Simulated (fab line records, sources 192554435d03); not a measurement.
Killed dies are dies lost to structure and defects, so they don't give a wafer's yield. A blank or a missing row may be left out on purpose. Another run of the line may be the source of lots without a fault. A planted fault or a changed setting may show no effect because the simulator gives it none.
The same fault as seen by 2 desks    flow n5_finfet    every desk sees just its own numbers, and what lay behind them comes last

## FROM THE METROLOGY DESK
Lot by lot, what the gauges showed, no matter which tool ran the lot: averages of those sampled wafers that carry a number. The brackets show how far a lot's mean lies from the usual mean; more than 4 standard deviations puts the lot out of limits, marked OUT. Only the readings that lie furthest out on some lot appear, 7 of the 11 it has.
Columns: A = cd_nm at N5_MOL_CONTACT_COAG_CD_MEAS_99, usual 17.2 nm; B = DIBL_N at N5_BEOL_M4_RC_MEAS_101, usual 36.4 mV/V; C = IOFF_N at N5_BEOL_M4_RC_MEAS_101, usual 0.156 nA/um; D = ION_N at N5_BEOL_M4_RC_MEAS_101, usual 674 uA/um; E = ION_P at N5_BEOL_M4_RC_MEAS_101, usual 463 uA/um; F = SS_P at N5_BEOL_M4_RC_MEAS_101, usual 73.2 mV/dec; G = VT_N at N5_BEOL_M4_RC_MEAS_101, usual 250.0 mV
lot   first seen here  A     B     C      D    E    F     G
L433  day 5 05:46      17.2  36.8  0.164  675  459  72.9  248.6
L437  day 6 03:25      17.1  36.1  0.160  672  467  73.6  249.2
L438  day 6 09:01      17.3  36.7  0.180  692  477  74.2  247.8
L449  day 9 09:17      17.1  34.7  0.115  662  458  72.6  256.4
L452  day 9 22:34      17.8  36.2  0.132  672  459  72.9  252.6
L453  day 10 05:16     16.8  36.8  0.168  674  463  73.7  248.8
L454  day 10 07:51     17.6  36.4  0.168  685  459  73.6  247.7
This desk's verdict: no lot among the 7 shows anything out of limits.

## TOOL OWNER'S DESK, pvd_sputter-02
The tool's own readings at N5_MOL_CONTACT_COAG_SPUTTER_143 (material Co, target thk 2.5 nm): means of the sampled wafers that have a number, for each lot that ran on this tool. The brackets show how far a lot's mean lies from the usual mean; more than 4 standard deviations puts the lot out of limits, marked OUT.
Columns: A = chamber_pressure_pa at N5_MOL_CONTACT_COAG_SPUTTER_143, usual 0.2000 Pa; B = throttle_valve_pct at N5_MOL_CONTACT_COAG_SPUTTER_143, usual 30.9 %
lot   first seen here  A       B
L433  day 5 08:24      0.2003  31.1
L438  day 6 10:21      0.2001  30.8
L449  day 9 11:21      0.2005  31.4
L452  day 10 00:23     0.1998  30.7
L453  day 10 06:33     0.2004  31.5
This desk's verdict: no lot among the 5 shows anything out of limits.

## BROUGHT TOGETHER
Metrology desk: nothing out of limits seen.
The tool owner's desk saw nothing out of limits.

## WHAT THE SIMULATOR HAD INSERTED
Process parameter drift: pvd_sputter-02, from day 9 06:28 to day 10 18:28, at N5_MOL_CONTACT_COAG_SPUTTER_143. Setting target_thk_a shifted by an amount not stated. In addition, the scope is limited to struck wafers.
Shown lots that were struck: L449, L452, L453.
